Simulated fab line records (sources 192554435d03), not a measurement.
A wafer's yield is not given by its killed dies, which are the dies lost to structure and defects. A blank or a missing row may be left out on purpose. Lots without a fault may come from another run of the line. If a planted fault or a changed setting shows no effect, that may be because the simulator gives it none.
Chamber matching || flow n5 finfet || N5_SDB_ETCH_17 on rie diel-02 has 4 sister chambers
The step etches SiARC in CF4, target depth 23.4 nm, time 39 s. 22 wafers are shown with their chamber, then 11 later ones without.

== EACH WAFER AND ITS CHAMBER ==
{"wafer": "L074.1", "chamber": 3, "drypump motor current A (A)": 4.9, "showerhead plenum p Torr (Torr)": 2.18, "throttle valve pct (%)": 15.16}
{"wafer": "L074.2", "chamber": 1, "drypump motor current A (A)": 5.7, "showerhead plenum p Torr (Torr)": 2.20, "throttle valve pct (%)": 15.59}
{"wafer": "L074.6", "chamber": 0, "drypump motor current A (A)": 6.4, "showerhead plenum p Torr (Torr)": 2.13, "throttle valve pct (%)": 16.19}
{"wafer": "L075.2", "chamber": 2, "drypump motor current A (A)": 5.6, "showerhead plenum p Torr (Torr)": 2.11, "throttle valve pct (%)": 15.63}
{"wafer": "L075.3", "chamber": 0, "drypump motor current A (A)": 6.5, "showerhead plenum p Torr (Torr)": 2.12, "throttle valve pct (%)": 16.19}
{"wafer": "L075.6", "chamber": 1, "drypump motor current A (A)": 5.7, "showerhead plenum p Torr (Torr)": 2.20, "throttle valve pct (%)": 15.60}
{"wafer": "L081.3", "chamber": 1, "drypump motor current A (A)": 5.7, "showerhead plenum p Torr (Torr)": 2.20, "throttle valve pct (%)": 15.64}
{"wafer": "L081.4", "chamber": 3, "drypump motor current A (A)": 4.9, "showerhead plenum p Torr (Torr)": 2.18, "throttle valve pct (%)": 15.22}
{"wafer": "L081.5", "chamber": 3, "drypump motor current A (A)": 4.9, "showerhead plenum p Torr (Torr)": 2.18, "throttle valve pct (%)": 15.21}
{"wafer": "L084.2", "chamber": 2, "drypump motor current A (A)": 5.6, "showerhead plenum p Torr (Torr)": 2.10, "throttle valve pct (%)": 15.67}
{"wafer": "L084.4", "chamber": 3, "drypump motor current A (A)": 4.9, "showerhead plenum p Torr (Torr)": 2.17, "throttle valve pct (%)": 15.23}
{"wafer": "L084.5", "chamber": 3, "drypump motor current A (A)": 4.9, "showerhead plenum p Torr (Torr)": 2.17, "throttle valve pct (%)": 15.21}
{"wafer": "L088.1", "chamber": 1, "drypump motor current A (A)": 5.7, "showerhead plenum p Torr (Torr)": 2.19, "throttle valve pct (%)": 15.68}
{"wafer": "L088.5", "chamber": 0, "drypump motor current A (A)": 6.4, "showerhead plenum p Torr (Torr)": 2.12, "throttle valve pct (%)": 15.76}
{"wafer": "L088.6", "chamber": 1, "drypump motor current A (A)": 5.7, "showerhead plenum p Torr (Torr)": 2.19, "throttle valve pct (%)": 15.66}
{"wafer": "L090.2", "chamber": 3, "drypump motor current A (A)": 4.9, "showerhead plenum p Torr (Torr)": 2.17, "throttle valve pct (%)": 15.24}
{"wafer": "L090.5", "chamber": 1, "drypump motor current A (A)": 5.7, "showerhead plenum p Torr (Torr)": 2.19, "throttle valve pct (%)": 15.67}
{"wafer": "L090.6", "chamber": 2, "drypump motor current A (A)": 5.6, "showerhead plenum p Torr (Torr)": 2.10, "throttle valve pct (%)": 15.71}
{"wafer": "L091.1", "chamber": 3, "drypump motor current A (A)": 4.9, "showerhead plenum p Torr (Torr)": 2.17, "throttle valve pct (%)": 15.24}
{"wafer": "L091.2", "chamber": 1, "drypump motor current A (A)": 5.7, "showerhead plenum p Torr (Torr)": 2.19, "throttle valve pct (%)": 15.67}
{"wafer": "L091.4", "chamber": 0, "drypump motor current A (A)": 6.4, "showerhead plenum p Torr (Torr)": 2.12, "throttle valve pct (%)": 15.77}
{"wafer": "L092.2", "chamber": 2, "drypump motor current A (A)": 5.6, "showerhead plenum p Torr (Torr)": 2.10, "throttle valve pct (%)": 15.70}

SIGNATURES, as means of the wafers listed above
{"reading": "drypump motor current A", "chamber 0": 6.425, "chamber 1": 5.700, "chamber 2": 5.600, "chamber 3": 4.900, "scatter within a chamber": 0.0204}
{"reading": "showerhead plenum p Torr", "chamber 0": 2.1225, "chamber 1": 2.1943, "chamber 2": 2.1025, "chamber 3": 2.1743, "scatter within a chamber": 0.00523}
{"reading": "throttle valve pct", "chamber 0": 15.9775, "chamber 1": 15.6443, "chamber 2": 15.6775, "chamber 3": 15.2157, "scatter within a chamber": 0.105}
Rule: a wafer lies at a distance from a chamber equal to the root of the sum of squares, over the readings, of (its reading less the chamber's mean, divided by the reading's scatter). The wafer belongs to the nearest chamber; if the next one is less than 2 further off, it can't be placed. The scatter: the root of (the sum of the squares of (reading less its chamber's mean) over the shown wafers, divided by (wafers less chambers)).

== WAFERS WITHOUT THEIR CHAMBER ==
{"wafer": "L092.3", "drypump motor current A (A)": 4.9, "showerhead plenum p Torr (Torr)": 2.17, "throttle valve pct (%)": 15.26}
{"wafer": "L092.4", "drypump motor current A (A)": 5.7, "showerhead plenum p Torr (Torr)": 2.19, "throttle valve pct (%)": 15.67}
{"wafer": "L093.1", "drypump motor current A (A)": 4.9, "showerhead plenum p Torr (Torr)": 2.17, "throttle valve pct (%)": 15.25}
{"wafer": "L093.2", "drypump motor current A (A)": 5.7, "showerhead plenum p Torr (Torr)": 2.19, "throttle valve pct (%)": 15.70}
{"wafer": "L093.3", "drypump motor current A (A)": 6.5, "showerhead plenum p Torr (Torr)": 2.12, "throttle valve pct (%)": 15.78}
{"wafer": "L093.4", "drypump motor current A (A)": 4.9, "showerhead plenum p Torr (Torr)": 2.17, "throttle valve pct (%)": 15.26}
{"wafer": "L093.5", "drypump motor current A (A)": 5.7, "showerhead plenum p Torr (Torr)": 2.19, "throttle valve pct (%)": 15.69}
{"wafer": "L093.6", "drypump motor current A (A)": 6.4, "showerhead plenum p Torr (Torr)": 2.12, "throttle valve pct (%)": 15.75}
{"wafer": "L097.1", "drypump motor current A (A)": 4.9, "showerhead plenum p Torr (Torr)": 2.16, "throttle valve pct (%)": 15.29}
{"wafer": "L097.3", "drypump motor current A (A)": 5.6, "showerhead plenum p Torr (Torr)": 2.10, "throttle valve pct (%)": 15.74}
{"wafer": "L097.4", "drypump motor current A (A)": 6.4, "showerhead plenum p Torr (Torr)": 2.11, "throttle valve pct (%)": 15.78}

== CHAMBER TAKEN BY EACH ==
{"wafer": "L092.3", "from the rows above": 3, "in truth": 3}
{"wafer": "L092.4", "from the rows above": 1, "in truth": 1}
{"wafer": "L093.1", "from the rows above": 3, "in truth": 3}
{"wafer": "L093.2", "from the rows above": 1, "in truth": 1}
{"wafer": "L093.3", "from the rows above": 0, "in truth": 0}
{"wafer": "L093.4", "from the rows above": 3, "in truth": 3}
{"wafer": "L093.5", "from the rows above": 1, "in truth": 1}
{"wafer": "L093.6", "from the rows above": 0, "in truth": 0}
{"wafer": "L097.1", "from the rows above": 3, "in truth": 3}
{"wafer": "L097.3", "from the rows above": 2, "in truth": 2}
{"wafer": "L097.4", "from the rows above": 0, "in truth": 0}
11 of 11 placed correctly. Number that these rows cannot place: 0. Wrongly placed: 0.
